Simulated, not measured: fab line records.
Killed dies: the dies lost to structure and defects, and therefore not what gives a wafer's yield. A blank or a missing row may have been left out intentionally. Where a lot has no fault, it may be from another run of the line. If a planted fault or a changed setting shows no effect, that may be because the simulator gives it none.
Matching of chambers	flow nandHarc	rieDiel-07 running NHARC_P_STI_DESCUM_14: 4 sister chambers
The step chemistry O2, time 3 s. 4 wafers are shown with their chamber, then 7 later ones without.

== WAFERS PAIRED WITH THEIR CHAMBERS ==
wafer	chamber	showerheadPlenumPTorr (Torr)
L157.4	0	1.98
L169.1	1	1.94
L172.1	2	1.93
L172.4	3	1.94

== WAFERS MISSING THEIR CHAMBER ==
wafer	showerheadPlenumPTorr (Torr)
L172.5	1.97
L173.1	1.94
L173.3	1.94
L173.4	1.97
L175.1	1.97
L175.5	1.94
L175.6	1.93

== WHICH CHAMBER EACH WENT THROUGH ==
wafer	from the rows above	in truth
L172.5	0	0
L173.1	can't be placed: 1 or 3 or 2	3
L173.3	can't be placed: 1 or 3 or 2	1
L173.4	0	0
L175.1	0	0
L175.5	can't be placed: 1 or 3 or 2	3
L175.6	can't be placed: 2 or 1 or 3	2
3 of 7 placed correctly. Not placeable from these rows: 4 (in 4, the candidates include the true chamber). Number placed wrongly: 0.
How it was worked out, from the rows above alone: a wafer's distance from a chamber is the root of the sum, over the readings, of the square of ((its reading less the chamber's mean) divided by the reading's scatter). If the next closest chamber is less than 2 further off than the closest, the wafer can't be placed; otherwise it belongs to the closest. The mean given for a chamber averages the wafers shown for that chamber. The scatter (one wafer shown for each chamber): square how far every hidden wafer sits from the nearest shown wafer, average those squares and take the square root.
